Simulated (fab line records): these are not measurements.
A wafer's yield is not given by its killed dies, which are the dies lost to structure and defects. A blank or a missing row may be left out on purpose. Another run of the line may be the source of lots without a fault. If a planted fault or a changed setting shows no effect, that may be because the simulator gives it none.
A lot that was struck, set against a sound lot || flow nand harc || 15 steps out of a route of 1302
Sound: wafers L976.1, L976.3, L976.4. Struck: wafer L980.6 (left out: L980.4, L980.5 of the same lot, which were not struck); the cause appears at the end.
Per side, at each step with rows, come the tool, then ch with its chambers, and then its first start. Under that, the readings that differ: sound wafers || struck wafers || difference of the means || sigmas: that difference in standard deviations of wafers without a fault.
alike: words and numbers the same on both sides, and readings whose means are apart by under 2 such deviations; not compared: readings that were withheld, readings missing a value for some wafer, numbers with overlapping values and no deviation given by the record, and bounds like >300 which may hide the same value.
The two part at a step that has a row with sigmas, a row that says differs or no value, or rows on one side only. When numbers do not overlap yet have no deviation, they are printed without sigmas and do not part them. A reading missing from all wafers of one side parts the sides only when that side holds two or more wafers.

first, 7 steps without rows for these wafers: NHARC_A_BONDPAD_COAT_33 (time 65 s); NHARC_A_BONDPAD_COAT_03 (resist thk 600 nm); NHARC_A_BONDPAD_SOFTBAKE_04 (time 70 s); NHARC_A_BONDPAD_EBR_05; NHARC_A_BONDPAD_EXPOSE_06 (exposes mask A BPAD); NHARC_A_BONDPAD_PEB_07 (peb time 80 s); NHARC_A_BONDPAD_DEVELOP_08 (time 50 s).
NHARC_A_BONDPAD_CD_MEAS_09: target cd 500 nm.
  sound on cd sem-03 ch 0, day 28 04:12; struck on cd sem-03 ch 0, day 30 16:00
  alike: cd nm
NHARC_A_BONDPAD_OVL_MEAS_35:
  sound on overlay-02 at day 28 04:17; struck on overlay-01 at day 30 16:05
  alike: overlay x nm, overlay y nm
then, 1 step without rows for these wafers: NHARC_A_BONDPAD_HARDBAKE_10 (time 65 s).
NHARC_A_BONDPAD_DESCUM_11: chemistry O2, time 3 s.
  sound on rie diel-06 ch 0,2,3, day 28 04:25; struck on rie diel-06 ch 2, day 30 16:14
  alike: drypump motor current A, oes product au, rf vpp V, showerhead plenum p Torr, throttle valve pct
  not compared: rf hours counter h
NHARC_A_BONDPAD_ETCH_34: etches the open film in N2/H2, target depth 60 nm, overetch 18 nm, time 65.91 s.
  sound on rie diel-06 ch 1,2,3, day 28 04:30; struck on rie diel-06 ch 2, day 30 16:20
{"reading": "oes product au (a.u.)", "sound": "1.003 1.005 1.016", "struck": 0.994, "difference": -0.014, "sigmas": -2}
  alike: drypump motor current A, rf fwd power W, rf vpp V, showerhead plenum p Torr, throttle valve pct
  not compared: rf hours counter h
NHARC_A_BONDPAD_ETCH_12: etches the open film in CHF3/O2, target depth 220 nm, time 110 s.
  sound on rie diel-06 ch 0,1,3, day 28 04:35; struck on rie diel-06 ch 0, day 30 16:27
{"reading": "oes product au (a.u.)", "sound": "0.919 0.920 0.918", "struck": 0.705, "difference": -0.214, "sigmas": -11}
{"reading": "rf fwd power W (W)", "sound": "496.7 496.0 494.1", "struck": 296.6, "difference": -199.0, "sigmas": "-99 or more"}
  alike: drypump motor current A, rf vpp V, showerhead plenum p Torr, throttle valve pct
  not compared: rf hours counter h
NHARC_A_BONDPAD_CD_MEAS_13:
  sound on cd sem-02 at day 28 04:44; struck on cd sem-01 at day 30 16:35
{"reading": "cd nm (nm)", "sound": "500.0 500.4 499.7", "struck": 495.0, "difference": -5.0, "sigmas": -4}
NHARC_END_SORT_01:
  sound on prober-01 ch 0, day 29 20:55; struck on prober-01 ch 0, day 32 04:25
{"reading": "defect limited yield (%)", "sound": 88.0, "struck": 0, "difference": -88, "sigmas": -34}
{"reading": "killed at array", "sound": 76, "struck": 672, "difference": "+596", "sigmas": "+35"}
{"reading": "killed dies", "sound": 81, "struck": 677, "difference": "+596", "sigmas": "+33"}
  alike: killed at other, killed at periphery, killed open, killed short

WHERE THEY PART
Last at NHARC_END_SORT_01 as far as this record goes, first at NHARC_A_BONDPAD_ETCH_34.

WHY: whatever the simulator had introduced
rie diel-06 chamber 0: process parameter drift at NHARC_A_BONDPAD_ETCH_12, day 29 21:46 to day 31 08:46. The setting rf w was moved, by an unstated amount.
